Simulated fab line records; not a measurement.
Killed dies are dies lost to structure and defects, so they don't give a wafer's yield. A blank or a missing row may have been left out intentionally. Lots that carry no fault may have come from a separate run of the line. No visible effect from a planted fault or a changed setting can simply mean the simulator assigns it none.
Which tool was responsible? + flow nand harc + 38 wafers from 13 lots sampled at 6 of the route's 1159 steps

## WHAT THE GAUGES SHOWED, per wafer
NHARC_A_ONON_D1_THK_MEAS_18: measures by ellipsometry.
| lot  | measured     | on            | thk nm (nm)    |
|------|--------------|---------------|----------------|
| L976 | day 7 16:59  | film metro-01 | 988 989 988    |
| L977 | day 8 08:02  | film metro-01 | 997 997 997    |
| L979 | day 8 16:34  | film metro-02 | 989 984 987    |
| L978 | day 8 16:20  | film metro-02 | 990 990 989    |
| L984 | day 9 21:48  | film metro-01 | 1004 1004 1003 |
| L985 | day 10 08:23 | film metro-02 | 1000 998 997   |
| L986 | day 10 17:14 | film metro-01 | 1000 1447 1001 |
| L987 | day 11 00:58 | film metro-01 | 1003 1449 1003 |
| L991 | day 11 17:49 | film metro-02 | 1012 1457      |
| L993 | day 12 00:26 | film metro-02 | 1017 1019 1018 |
| L995 | day 12 20:01 | film metro-02 | 996 995 995    |
| L996 | day 13 00:14 | film metro-02 | 998 999 999    |
| L999 | day 13 09:04 | film metro-01 | 1002 1003 1002 |

NHARC_A_CHANNEL_HOLE_D1_OVL_MEAS_11.
| lot  | measured     | on         | overlay x nm (nm) | overlay y nm (nm) |
|------|--------------|------------|-------------------|-------------------|
| L976 | day 7 22:43  | overlay-02 | 1.0 0.8 1.0       | 0.4 0.5 0.6       |
| L977 | day 8 14:15  | overlay-02 | -0.8 0.2 -0.2     | -0.7 -0.4 -0.6    |
| L979 | day 8 23:25  | overlay-02 | -1.7 -1.4 -1.1    | -0.2 0.0 -0.2     |
| L978 | day 8 22:28  | overlay-01 | -0.5 -0.3 -1.1    | -0.2 0.4 0.0      |
| L984 | day 10 03:17 | overlay-01 | 0.3 -0.5 0.1      | 0.3 0.3 0.1       |
| L985 | day 10 14:35 | overlay-02 | 0.0 -0.2 -0.1     | 0.0 -0.3 0.4      |
| L986 | day 10 23:41 | overlay-02 | 0.3 0.6           | 1.4 1.8           |
| L987 | day 11 08:30 | overlay-01 | -0.1 -0.3         | 0.5 0.2           |
| L991 | day 12 00:58 | overlay-01 | -1.7              | 0.6               |
| L993 | day 12 06:35 | overlay-01 | -0.1 -0.1 -0.3    | -0.2 0.0 -0.1     |
| L995 | day 13 02:34 | overlay-01 | -0.4 0.2 -0.3     | -0.6 -0.9 -0.1    |
| L996 | day 13 05:52 | overlay-02 | 1.8 1.5 1.7       | 0.4 0.7 0.8       |
| L999 | day 13 15:38 | overlay-02 | 0.4 1.1 0.5       | 1.7 1.4 1.5       |

NHARC_END_SORT_01.
| lot  | measured     | on        | killed at array | killed at other | killed at periphery | killed dies | killed open | killed short |
|------|--------------|-----------|-----------------|-----------------|---------------------|-------------|-------------|--------------|
| L986 | day 22 04:41 | prober-01 | 45 673 31       | 1 2 1           | 1 2 0               | 47 677 32   | 4 3 1       | 2 1 0        |
| L987 | day 22 13:14 | prober-02 | 55 672 42       | 0 0 0           | 3 5 5               | 58 677 47   | 4 3 4       | 3 1 4        |
| L991 | day 23 07:27 | prober-01 | 34 673          | 0 1             | 2 3                 | 36 677      | 1 5         | 2 2          |

## WHAT TOOL EACH LOT RAN ON (gives the tool, then ch and the chambers of the sampled wafers, and finally the start)
| lot  | NHARC_A_ZERO_WELL_ETCH_19          | NHARC_A_ONON_D1_DEP_16           | NHARC_A_CHANNEL_HOLE_D1_DEP_00 |
|------|------------------------------------|----------------------------------|--------------------------------|
| L976 | rie diel-12 ch 0,3, day 6 08:14    | pecvd onon-04 ch 0, day 7 16:28  | acl dep-03 ch 0, day 7 19:57   |
| L977 | rie diel-07 ch 0,2,3, day 6 18:27  | pecvd onon-02 ch 0, day 8 07:31  | acl dep-03 ch 0, day 8 11:31   |
| L979 | rie diel-12 ch 1,2, day 7 07:50    | pecvd onon-04 ch 0, day 8 16:03  | acl dep-02 ch 0, day 8 20:41   |
| L978 | rie diel-07 ch 0,1, day 7 08:38    | pecvd onon-03 ch 0, day 8 15:53  | acl dep-01 ch 0, day 8 20:10   |
| L984 | rie diel-12 ch 0,1,3, day 8 15:05  | pecvd onon-04 ch 0, day 9 21:17  | acl dep-01 ch 0, day 10 00:40  |
| L985 | rie diel-12 ch 0,1, day 8 22:29    | pecvd onon-02 ch 0, day 10 08:03 | acl dep-02 ch 0, day 10 12:56  |
| L986 | rie diel-12 ch 0,2, day 9 08:31    | pecvd onon-02 ch 0, day 10 16:44 | acl dep-01 ch 0, day 10 21:00  |
| L987 | rie diel-07 ch 0,1, day 9 16:16    | pecvd onon-02 ch 0, day 11 00:31 | acl dep-01 ch 0, day 11 06:11  |
| L991 | rie diel-07 ch 0,1, day 10 07:01   | pecvd onon-02 ch 0, day 11 17:26 | acl dep-01 ch 0, day 11 22:53  |
| L993 | rie diel-11 ch 1,2, day 10 16:34   | pecvd onon-04 ch 0, day 11 23:55 | acl dep-03 ch 0, day 12 03:49  |
| L995 | rie diel-12 ch 1,2,3, day 11 11:50 | pecvd onon-04 ch 0, day 12 19:30 | acl dep-03 ch 0, day 12 23:49  |
| L996 | rie diel-12 ch 0,1,2, day 11 16:16 | pecvd onon-04 ch 0, day 12 23:47 | acl dep-01 ch 0, day 13 03:26  |
| L999 | rie diel-11 ch 0,1,2, day 11 23:43 | pecvd onon-03 ch 0, day 13 08:40 | acl dep-02 ch 0, day 13 13:32  |
- NHARC_A_ZERO_WELL_ETCH_19: etches the open film in N2/H2, target depth 80 nm, overetch 24 nm, time 87.88 s.
- NHARC_A_ONON_D1_DEP_16: target thk 1000 nm.
- NHARC_A_CHANNEL_HOLE_D1_DEP_00: deposits aC, target thk 3100 nm.

## WHAT THE TOOLS THEMSELVES READ (means of the sampled wafers that have a number; where no wafer has one, the mark that the record gives instead)
NHARC_A_ZERO_WELL_ETCH_19.
| lot  | tool        | bias w (W) | drypump motor current A (A) | oes product au (a.u.) | rf vpp V (V) | showerhead plenum p Torr (Torr) | throttle valve pct (%) |
|------|-------------|------------|-----------------------------|-----------------------|--------------|---------------------------------|------------------------|
| L976 | rie diel-12 | 150.2      | 5.7                         | 1.002                 | 429.8        | 2.00                            | 14.175                 |
| L977 | rie diel-07 | 150.2      | 5.6                         | 0.990                 | 430.3        | 2.05                            | 14.170                 |
| L979 | rie diel-12 | 150.3      | 5.5                         | 0.994                 | 432.4        | 2.10                            | 14.179                 |
| L978 | rie diel-07 | 150.1      | 5.7                         | 1.005                 | 427.8        | 1.96                            | 14.172                 |
| L984 | rie diel-12 | 149.9      | 5.7                         | 0.994                 | 429.8        | 2.03                            | 14.170                 |
| L985 | rie diel-12 | 150.3      | 5.4                         | 0.998                 | 432.2        | 2.11                            | 14.171                 |
| L986 | rie diel-12 | 150.2      | 5.5                         | 1.003                 | 431.3        | 2.07                            | 14.169                 |
| L987 | rie diel-07 | 149.8      | 5.5                         | 0.996                 | 428.6        | 1.96                            | 14.170                 |
| L991 | rie diel-07 | 149.8      | 5.6                         | 1.001                 | 428.2        | 1.96                            | 14.174                 |
| L993 | rie diel-11 | 149.8      | 5.7                         | 0.999                 | 428.3        | 1.92                            | 14.184                 |
| L995 | rie diel-12 | 150.9      | 5.8                         | 0.997                 | 429.9        | 2.04                            | 14.174                 |
| L996 | rie diel-12 | 149.9      | 5.4                         | 0.997                 | 432.2        | 2.09                            | 14.173                 |
| L999 | rie diel-11 | 149.6      | 5.6                         | 1.002                 | 427.8        | 1.97                            | 14.173                 |

NHARC_A_CHANNEL_HOLE_D1_DEP_00.
| lot  | tool       | throttle valve pct (%) |
|------|------------|------------------------|
| L976 | acl dep-03 | 35.004                 |
| L977 | acl dep-03 | 35.009                 |
| L979 | acl dep-02 | 35.001                 |
| L978 | acl dep-01 | 34.990                 |
| L984 | acl dep-01 | 34.996                 |
| L985 | acl dep-02 | 35.004                 |
| L986 | acl dep-01 | 34.996                 |
| L987 | acl dep-01 | 35.004                 |
| L991 | acl dep-01 | 34.987                 |
| L993 | acl dep-03 | 35.000                 |
| L995 | acl dep-03 | 35.004                 |
| L996 | acl dep-01 | 35.002                 |
| L999 | acl dep-02 | 35.004                 |

## THE ANSWER, worked out from the rows above alone
Rule: the usual values come from the lots themselves. Put in order of their means at a reading, lots are off if they are a third of the lots or fewer, leave a main group of 4 or more, and stand apart from it by a gap of 3 or more times the standard deviation of the main group's means; of several such gaps the widest counts. Not used: any main group whose means are identical at the precision the tables above print for the reading. A lot without any number at a reading at which 4 lots or more have one is off too. Where the step has rows for the other lots, those lots are counted as sound. First the gauges in route order, then the tools' own readings, where a lot's mean is used as printed above. At the first step where some lot is off, the reading lying furthest off is the one used; lots without a number count as furthest.
Off: L986, L987, L991 (NHARC_A_ONON_D1_THK_MEAS_18, thk nm). For the main group the mean is 998 nm and the standard deviation 8.7.
If a tool, at a process step before that reading, ran all the lots that are off and no sound lot after the first of them, it fits. Gauges at NHARC_A_ONON_D1_THK_MEAS_18: tried the same way as those tools. One fits: NHARC_A_ONON_D1_DEP_16 on pecvd onon-02. A fault onset in the window from L985 (day 10 08:03, its last sound lot) to L986 (day 10 16:44, its first lot off) fits.

## WHAT THE SIMULATOR HAD PUT IN
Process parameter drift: pecvd onon-02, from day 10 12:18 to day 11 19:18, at NHARC_A_ONON_D1_DEP_16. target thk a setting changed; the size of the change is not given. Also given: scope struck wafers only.
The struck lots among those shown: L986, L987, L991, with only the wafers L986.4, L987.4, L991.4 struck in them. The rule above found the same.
